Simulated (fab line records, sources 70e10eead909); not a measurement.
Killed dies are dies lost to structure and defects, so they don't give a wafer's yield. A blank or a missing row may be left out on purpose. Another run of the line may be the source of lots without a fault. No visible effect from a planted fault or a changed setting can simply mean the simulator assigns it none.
fab line records | flow nand_harc
[record] lots = 6 | wafers = 18 | last_day = 24
route steps=1159 shown A_SGD_CUT@751
lots with no fault: from the same line, run without faults
start_h: the number of hours between the record's first day and the start of the first shown wafer of the lot | wait_h: hours since the lot's step before | " same as the row above | L1.1+2: a row that stands for several wafers | - no value present, or no start provided | * or withheld: withheld | < > ~ a bound
route shown NAME@n: names a module that has steps shown in the file, with the first one's number in the route | usual: average and standard deviation across the fault-free wafers | same: alike in all rows | chamber/n: place in a boat | sites: readings site by site | _std_site: standard deviation of those values | _edge_site: inner sites' mean taken away from outer sites' mean | radius_mm: how far each site lies from the wafer's centre | mask NAME#n: copy n | behind: the tool/chamber that last shaped the wafer | hold: what put the lot on hold/how long, in hours/how the hold closed | device: whichever transistor did not switch (one of n, p or np) | end of line: at the end of the route, the tests of the same wafers | step lacking rows: just its recipe | killed: not the wafer's yield, but the dies lost to structure and defects at the first sort | map: a wafer's dies, x killed, . not, _ none there
set.NAME: the setting that was run; set.NAME@STEP: the one run at that earlier step | model.NAME: the simulator's own value behind a step, which no gauge read
lots at some steps of the route; a table a step, a row a wafer
services: the hour from which a tool's chamber was out of use, counted from the record's first day as start_h (under 0 if before that day), plus the number of hours and why
[[steps]]
[step NHARC_A_SGD_CUT_COAT_57]
[recipe] temp_c = 225 | time_s = 65
[step NHARC_A_SGD_CUT_COAT_03]
[recipe] spin_rpm = 1500 | resist_thk_nm = 90
[step NHARC_A_SGD_CUT_SOFTBAKE_04]
[recipe] temp_c = 105 | time_s = 55
[step NHARC_A_SGD_CUT_EBR_05]
[step NHARC_A_SGD_CUT_EXPOSE_06]
[recipe] na = 1.35 | dose_mj = 85.59 | mask_id = SGD
[step NHARC_A_SGD_CUT_PEB_07]
[recipe] peb_temp_c = 100 | peb_time_s = 65
[step NHARC_A_SGD_CUT_DEVELOP_08]
[recipe] develop_time_s = 35 | dev_temp_c = 23
[step NHARC_A_SGD_CUT_CD_MEAS_09]
[recipe] target_cd_nm = 100 | landing_energy_ev = 500
[usual] cd_nm = 100.0/0.47
[same] landing_energy_ev = 500
lot.wafer | tool      | chamber | start_h | wait_h | cd_nm
L169.2    | cd_sem-03 | 0       | 320.50  | -      | 99.8
L169.5    | "         | 0       | "       | "      | 99.8
L169.6    | "         | 0       | "       | "      | 100.1
L177.4    | cd_sem-02 | 0       | 374.46  | -      | 99.5
L177.5    | "         | 0       | "       | "      | 99.5
L177.6    | "         | 0       | "       | "      | 100.3
L186.2    | cd_sem-01 | 0       | 423.30  | -      | 100.7
L186.4    | "         | 0       | "       | "      | 100.3
L186.5    | "         | 0       | "       | "      | 100.6
L181.2    | cd_sem-02 | 0       | 423.61  | -      | 100.4
L181.3    | "         | 0       | "       | "      | 100.3
L181.5    | "         | 0       | "       | "      | 100.3
L187.2    | cd_sem-01 | 0       | 428.17  | -      | 99.9
L187.5    | "         | 0       | "       | "      | 99.6
L187.6    | "         | 0       | "       | "      | 100.1
L188.2    | cd_sem-03 | 0       | 428.54  | -      | 99.6
L188.5    | "         | 0       | "       | "      | 99.9
L188.6    | "         | 0       | "       | "      | 100.0
[step NHARC_A_SGD_CUT_OVL_MEAS_10]
[usual] overlay_x_nm = -0.1/0.99 | overlay_y_nm = -0.1/1
lot.wafer | tool       | chamber | start_h | wait_h | overlay_x_nm | overlay_y_nm
L169.2    | overlay-02 | -       | 320.60  | -      | 0.6          | 0.6
L169.5    | "          | -       | "       | "      | 0.6          | 1.4
L169.6    | "          | -       | "       | "      | 0.1          | 1.2
L177.4    | overlay-01 | -       | 374.54  | -      | 0.6          | -0.8
L177.5    | "          | -       | "       | "      | 0.5          | -0.9
L177.6    | "          | -       | "       | "      | 0.4          | -0.8
L186.2    | overlay-02 | -       | 423.39  | -      | -0.7         | -1.0
L186.4    | "          | -       | "       | "      | -0.5         | -1.5
L186.5    | "          | -       | "       | "      | -0.5         | -1.2
L181.2    | overlay-02 | -       | 423.69  | -      | -0.9         | 0.6
L181.3    | "          | -       | "       | "      | -0.8         | 0.4
L181.5    | "          | -       | "       | "      | -0.8         | 0.5
L187.2    | overlay-02 | -       | 428.26  | -      | -0.3         | -1.2
L187.5    | "          | -       | "       | "      | -0.4         | -0.7
L187.6    | "          | -       | "       | "      | -0.4         | -1.3
L188.2    | overlay-02 | -       | 428.63  | -      | 0.8          | 0.7
L188.5    | "          | -       | "       | "      | 0.4          | 0.6
L188.6    | "          | -       | "       | "      | 0.4          | 0.9
[step NHARC_A_SGD_CUT_INSPECT_11]
[usual] raw_defect_count = 20/11
lot.wafer | tool              | chamber | start_h | wait_h | raw_defect_count
L169.2    | defect_inspect-01 | -       | 320.64  | 0.0    | 4
L169.5    | "                 | -       | "       | "      | 5
L169.6    | "                 | -       | "       | "      | 5
L177.4    | defect_inspect-02 | -       | 374.58  | 0.0    | 8
L177.5    | "                 | -       | "       | "      | 6
L177.6    | "                 | -       | "       | "      | 15
L186.2    | defect_inspect-01 | -       | 423.42  | 0.0    | 34
L186.4    | "                 | -       | "       | "      | 42
L186.5    | "                 | -       | "       | "      | 35
L181.2    | defect_inspect-02 | -       | 423.73  | 0.0    | 15
L181.3    | "                 | -       | "       | "      | 16
L181.5    | "                 | -       | "       | "      | 18
L187.2    | defect_inspect-02 | -       | 428.30  | 0.0    | 43
L187.5    | "                 | -       | "       | "      | 28
L187.6    | "                 | -       | "       | "      | 41
L188.2    | defect_inspect-02 | -       | 428.66  | 0.0    | 13
L188.5    | "                 | -       | "       | "      | 16
L188.6    | "                 | -       | "       | "      | 21
[step NHARC_A_SGD_CUT_DESCUM_14]
[recipe] time_s = 3 | o2_flow_sccm = 200 | ar_flow_sccm = 0 | bias_power_w = 0 | chemistry = O2
[usual] drypump_motor_current_A = 5.9/0.53 | oes_product_au = 0.999/0.0077 | rf_vpp_V = 57.9/0.9 | showerhead_plenum_p_Torr = 1.95/0.084 | throttle_valve_pct = 11.312/0.0097
lot.wafer | tool        | chamber | start_h | wait_h | drypump_motor_current_A | oes_product_au | rf_hours_counter_h | rf_vpp_V | showerhead_plenum_p_Torr | throttle_valve_pct
L169.2    | rie_diel-13 | 3       | 320.72  | 0.1    | 6.1                     | 0.996          | 3                  | 58.0     | 1.96                     | 11.307
L169.6    | "           | 1       | "       | "      | 5.6                     | 0.999          | -                  | 57.5     | 1.86                     | 11.316
L169.5    | "           | 2       | "       | "      | 5.6                     | 0.983          | -                  | 58.0     | 1.96                     | 11.323
L177.4    | rie_diel-02 | 3       | 374.66  | 0.1    | 5.9                     | 1.006          | 3                  | 57.6     | 1.95                     | 11.315
L177.6    | "           | 0       | "       | "      | 5.9                     | 0.983          | -                  | 58.2     | 1.82                     | 11.308
L177.5    | "           | 1       | "       | "      | 6.0                     | 1.000          | -                  | 57.9     | 2.02                     | 11.297
L186.2    | rie_diel-02 | 1       | 423.49  | 0.1    | 6.0                     | 1.003          | 7                  | 59.1     | 2.02                     | 11.298
L186.5    | "           | 1       | "       | "      | 6.0                     | 1.000          | -                  | 58.6     | 2.02                     | 11.321
L186.4    | "           | 0       | "       | "      | 5.9                     | 0.992          | -                  | 57.1     | 1.82                     | 11.293
L181.2    | rie_diel-12 | 1       | 423.80  | 0.1    | 6.6                     | 0.992          | 5                  | 58.8     | 2.05                     | 11.317
L181.3    | "           | 2       | "       | "      | 5.0                     | 1.006          | 4                  | 56.6     | 2.02                     | 11.314
L181.5    | "           | 0       | "       | "      | 6.7                     | 0.995          | -                  | 58.7     | 2.03                     | 11.322
L187.2    | rie_diel-02 | 0       | 428.37  | 0.1    | 5.9                     | 0.992          | 8                  | 55.3     | 1.82                     | 11.326
L187.5    | "           | 2       | "       | "      | 6.0                     | 0.993          | -                  | 57.5     | 1.82                     | 11.335
L187.6    | "           | 1       | "       | "      | 6.1                     | 1.001          | -                  | 59.3     | 2.02                     | 11.309
L188.2    | rie_diel-12 | 3       | 428.74  | 0.1    | 5.4                     | 0.994          | 5                  | 56.6     | 1.84                     | 11.307
L188.6    | "           | 1       | "       | "      | 6.6                     | 1.011          | -                  | 57.8     | 2.05                     | 11.316
L188.5    | "           | 2       | "       | "      | 5.0                     | 0.994          | -                  | 58.9     | 2.02                     | 11.318
[step NHARC_A_SGD_CUT_ETCH_58]
[recipe] target_depth_a = 390 | over_etch_frac = 0.3 | time_s = 65 | ion_energy_ev = 80 | cf4_flow_sccm = 150 | ar_flow_sccm = 0 | rf_w = 300 | bias_w = 100 | chemistry = CF4
[usual] drypump_motor_current_A = 5.9/0.52 | oes_product_au = 0.999/0.0076 | rf_vpp_V = 151.6/1.1 | showerhead_plenum_p_Torr = 1.79/0.07 | throttle_valve_pct = 13.284/0.0085
lot.wafer | tool        | chamber | start_h | wait_h | drypump_motor_current_A | oes_product_au | rf_hours_counter_h | rf_vpp_V | showerhead_plenum_p_Torr | throttle_valve_pct
L169.2    | rie_diel-13 | 1       | 320.80  | 0.1    | 5.7                     | 0.991          | 2                  | 152.2    | 1.72                     | 13.281
L169.6    | "           | 2       | "       | "      | 5.6                     | 0.998          | -                  | 151.4    | 1.81                     | 13.285
L169.5    | "           | 3       | "       | "      | 6.1                     | 0.989          | -                  | 152.1    | 1.81                     | 13.280
L177.4    | rie_diel-02 | 2       | 374.72  | 0.1    | 6.0                     | 1.015          | 3                  | 148.8    | 1.69                     | 13.290
L177.6    | "           | 2       | "       | "      | 6.0                     | 1.011          | -                  | 150.0    | 1.69                     | 13.291
L177.5    | "           | 3       | "       | "      | 5.9                     | 1.012          | -                  | 153.0    | 1.80                     | 13.275
L186.2    | rie_diel-02 | 1       | 423.59  | 0.1    | 6.0                     | 0.988          | 7                  | 152.3    | 1.86                     | 13.291
L186.4    | "           | 1       | "       | "      | 6.0                     | 1.007          | -                  | 151.7    | 1.86                     | 13.273
L186.5    | "           | 2       | "       | "      | 6.0                     | 0.998          | -                  | 151.4    | 1.69                     | 13.279
L181.3    | rie_diel-12 | 3       | 423.87  | 0.1    | 5.3                     | 0.999          | 4                  | 151.5    | 1.70                     | 13.279
L181.2    | "           | 2       | "       | "      | 5.0                     | 0.996          | 4                  | 151.5    | 1.86                     | 13.295
L181.5    | "           | 3       | "       | "      | 5.3                     | 0.999          | -                  | 151.4    | 1.70                     | 13.253
L187.2    | rie_diel-02 | 0       | 428.46  | 0.1    | 5.9                     | 0.987          | 8                  | 149.8    | 1.69                     | 13.292
L187.6    | "           | 1       | "       | "      | 6.0                     | 0.995          | -                  | 151.8    | 1.86                     | 13.288
L187.5    | "           | 2       | "       | "      | 6.0                     | 1.008          | -                  | 152.0    | 1.69                     | 13.286
L188.2    | rie_diel-12 | 2       | 428.83  | 0.1    | 5.0                     | 1.000          | 5                  | 151.6    | 1.86                     | 13.273
L188.6    | "           | 3       | "       | "      | 5.3                     | 0.994          | -                  | 151.0    | 1.70                     | 13.284
L188.5    | "           | 0       | "       | "      | 6.7                     | 0.990          | -                  | 152.7    | 1.87                     | 13.289
[step NHARC_A_SGD_CUT_ETCH_59]
[recipe] target_depth_a = 2600 | over_etch_frac = 0.25 | time_s = 406.25 | ion_energy_ev = 200 | n2_flow_sccm = 150 | h2_flow_sccm = 150 | ar_flow_sccm = 0 | rf_w = 400 | bias_w = 150 | chemistry = N2/H2
[usual] drypump_motor_current_A = 5.9/0.53 | oes_product_au = 0.999/0.007 | rf_vpp_V = 431.6/2.6 | showerhead_plenum_p_Torr = 2.08/0.091 | throttle_valve_pct = 14.172/0.0097
lot.wafer | tool        | chamber | start_h | wait_h | drypump_motor_current_A | oes_product_au | rf_hours_counter_h | rf_vpp_V | showerhead_plenum_p_Torr | throttle_valve_pct
L169.2    | rie_diel-13 | 1       | 320.87  | -      | 5.6                     | 0.996          | 2                  | 427.6    | 1.98                     | 14.184
L169.6    | "           | 1       | "       | "      | 5.6                     | 0.997          | -                  | 429.5    | 1.98                     | 14.172
L169.5    | "           | 2       | "       | "      | 5.6                     | 0.992          | -                  | 430.5    | 2.09                     | 14.165
L177.4    | rie_diel-02 | 1       | 374.87  | -      | 6.0                     | 1.001          | 3                  | 433.7    | 2.16                     | 14.170
L177.5    | "           | 3       | "       | "      | 5.9                     | 1.007          | -                  | 431.1    | 2.08                     | 14.188
L177.6    | "           | 0       | "       | "      | 5.9                     | 0.993          | -                  | 427.3    | 1.94                     | 14.179
L186.2    | rie_diel-02 | 2       | 423.73  | -      | 6.0                     | 0.984          | 7                  | 427.5    | 1.94                     | 14.163
L186.5    | "           | 1       | "       | "      | 6.0                     | 0.844          | -                  | 434.0    | 2.15                     | 14.174
L186.4    | "           | 0       | "       | "      | 5.9                     | 0.991          | -                  | 427.8    | 1.94                     | 14.176
L181.2    | rie_diel-12 | 1       | 423.99  | -      | 6.6                     | 1.004          | 5                  | 433.9    | 2.19                     | 14.175
L181.3    | "           | 3       | "       | "      | 5.3                     | 0.998          | 4                  | 428.3    | 1.96                     | 14.172
L181.5    | "           | 0       | "       | "      | 6.7                     | 1.008          | -                  | 433.6    | 2.16                     | 14.160
L187.2    | rie_diel-02 | 0       | 428.64  | -      | 5.9                     | 0.980          | 8                  | 426.6    | 1.94                     | 14.176
L187.6    | "           | 1       | "       | "      | 6.0                     | 0.845          | -                  | 432.6    | 2.15                     | 14.161
L187.5    | "           | 0       | "       | "      | 5.9                     | 0.983          | -                  | 429.5    | 1.94                     | 14.176
L188.2    | rie_diel-12 | 2       | 428.90  | -      | 5.0                     | 0.995          | 5                  | 432.5    | 2.15                     | 14.173
L188.6    | "           | 2       | "       | "      | 5.0                     | 1.000          | -                  | 434.3    | 2.15                     | 14.184
L188.5    | "           | 3       | "       | "      | 5.3                     | 0.998          | -                  | 429.5    | 1.95                     | 14.151
[step NHARC_A_SGD_CUT_ETCH_15]
[recipe] target_depth_a = 750 | time_s = 64.3 | ch3f_flow_sccm = 50 | o2_flow_sccm = 30 | ar_flow_sccm = 200 | rf_w = 500 | bias_w = 100 | chemistry = CH3F/O2
[usual] drypump_motor_current_A = 5.9/0.53 | oes_product_au = 0.954/0.018 | rf_vpp_V = 264.4/1.8 | showerhead_plenum_p_Torr = 2.49/0.1 | throttle_valve_pct = 20.664/0.0091
lot.wafer | tool        | chamber | start_h | wait_h | drypump_motor_current_A | oes_product_au | rf_hours_counter_h | rf_vpp_V | showerhead_plenum_p_Torr | throttle_valve_pct
L169.2    | rie_diel-13 | 3       | -       | -      | 6.1                     | 0.971          | 3                  | 264.5    | 2.52                     | 20.673
L169.5    | "           | 0       | "       | "      | 5.7                     | 0.960          | -                  | 264.0    | 2.45                     | 20.652
L169.6    | "           | 1       | "       | "      | 5.6                     | 0.955          | -                  | 262.8    | 2.40                     | 20.662
L177.4    | rie_diel-02 | 1       | -       | -      | 6.0                     | 0.975          | 3                  | 266.3    | 2.59                     | 20.666
L177.6    | "           | 0       | "       | "      | 5.9                     | 0.953          | -                  | 261.8    | 2.35                     | 20.657
L177.5    | "           | 1       | "       | "      | 6.0                     | 0.965          | -                  | 266.8    | 2.59                     | 20.636
L186.2    | rie_diel-02 | 0       | -       | -      | 5.9                     | 0.945          | 7                  | 261.7    | 2.34                     | 20.664
L186.4    | "           | 1       | "       | "      | 6.0                     | 0.968          | -                  | 265.5    | 2.59                     | 20.671
L186.5    | "           | 0       | "       | "      | 5.9                     | 0.943          | -                  | 262.1    | 2.34                     | 20.664
L181.2    | rie_diel-12 | 0       | -       | -      | 6.7                     | 0.960          | 5                  | 265.7    | 2.60                     | 20.669
L181.3    | "           | 2       | "       | "      | 5.0                     | 0.958          | 4                  | 265.0    | 2.59                     | 20.669
L181.5    | "           | 3       | "       | "      | 5.3                     | 0.966          | -                  | 262.3    | 2.36                     | 20.668
L187.2    | rie_diel-02 | 0       | -       | -      | 5.9                     | 0.949          | 8                  | 262.7    | 2.34                     | 20.662
L187.6    | "           | 0       | "       | "      | 5.9                     | 0.957          | -                  | 262.3    | 2.34                     | 20.657
L187.5    | "           | 1       | "       | "      | 6.0                     | 0.964          | -                  | 265.7    | 2.59                     | 20.670
L188.2    | rie_diel-12 | 2       | -       | -      | 5.0                     | 0.950          | 5                  | 265.3    | 2.59                     | 20.677
L188.5    | "           | 0       | "       | "      | 6.8                     | 0.979          | -                  | 267.7    | 2.60                     | 20.668
L188.6    | "           | 1       | "       | "      | 6.6                     | 0.953          | -                  | 265.9    | 2.63                     | 20.665
[[services]]
tool        | chamber | start_h | hours | kind
rie_diel-13 | 2       | 302.04  | 4.4   | repair
rie_diel-02 | 0       | 306.70  | -     | clean
rie_diel-02 | 1       | 306.70  | -     | clean
rie_diel-02 | 2       | 306.70  | -     | clean
rie_diel-02 | 3       | 306.70  | -     | clean
rie_diel-12 | 1       | 327.02  | 12.7  | repair
rie_diel-02 | -       | 327.78  | 9.0   | pm
rie_diel-02 | 0       | 327.78  | 9.0   | vent_cycle
rie_diel-02 | 1       | 327.78  | 9.0   | vent_cycle
rie_diel-02 | 2       | 327.78  | 9.0   | vent_cycle
rie_diel-02 | 3       | 327.78  | 9.0   | vent_cycle
rie_diel-12 | 3       | 330.65  | 11.5  | repair
rie_diel-02 | 0       | 336.78  | -     | clean
rie_diel-02 | 1       | 336.78  | -     | clean
rie_diel-02 | 2       | 336.78  | -     | clean
rie_diel-02 | 3       | 336.78  | -     | clean
rie_diel-13 | 2       | 336.84  | 5.3   | repair
rie_diel-02 | 0       | 361.28  | -     | clean
rie_diel-13 | 1       | 366.36  | 30.1  | repair
rie_diel-12 | 0       | 369.94  | 2.3   | repair
rie_diel-12 | 1       | 373.02  | 6.4   | repair
rie_diel-12 | -       | 379.40  | 9.0   | pm
rie_diel-02 | 3       | 391.45  | 4.9   | repair
rie_diel-02 | 3       | 409.61  | 30.2  | repair
[[key]]
[first_sign] step = NHARC_A_SGD_CUT_ETCH_59 | reading = oes_product_au | direction = down | sigmas = 22 | usual = 0.999 | struck = 0.845
effect none on later readings
met_at NHARC_A_SGD_CUT_ETCH_59
struck_wafers L186.5,L187.6
later_rows_left_out L186.5,L187.6
sort_left_out L186.5,L187.6
tester_left_out L186,L187
onset_between 374.87 423.73
[fault] kind = process_parameter_drift | tool = rie_diel-02 | chamber = 1 | onset_h = 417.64 | steps = NHARC_A_SGD_CUT_ETCH_59 | channel = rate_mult | offset = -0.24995 | shape = step | end_h = 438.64
// tester_left_out: of these lots the tester's yield and bins aren't shown, on N5 and GAA mostly nor the transistor test; their killed dies are dies lost to structure and defects alone, not to doping, threshold or leakage, so they don't give the yield
// sort_left_out: the simulated sort isn't trusted on such a fault, so these wafers' sort isn't shown, and their yield isn't known
// later_rows_left_out: the simulator's readings of these wafers behind a module that went badly wrong aren't trusted and aren't shown, but for the sort
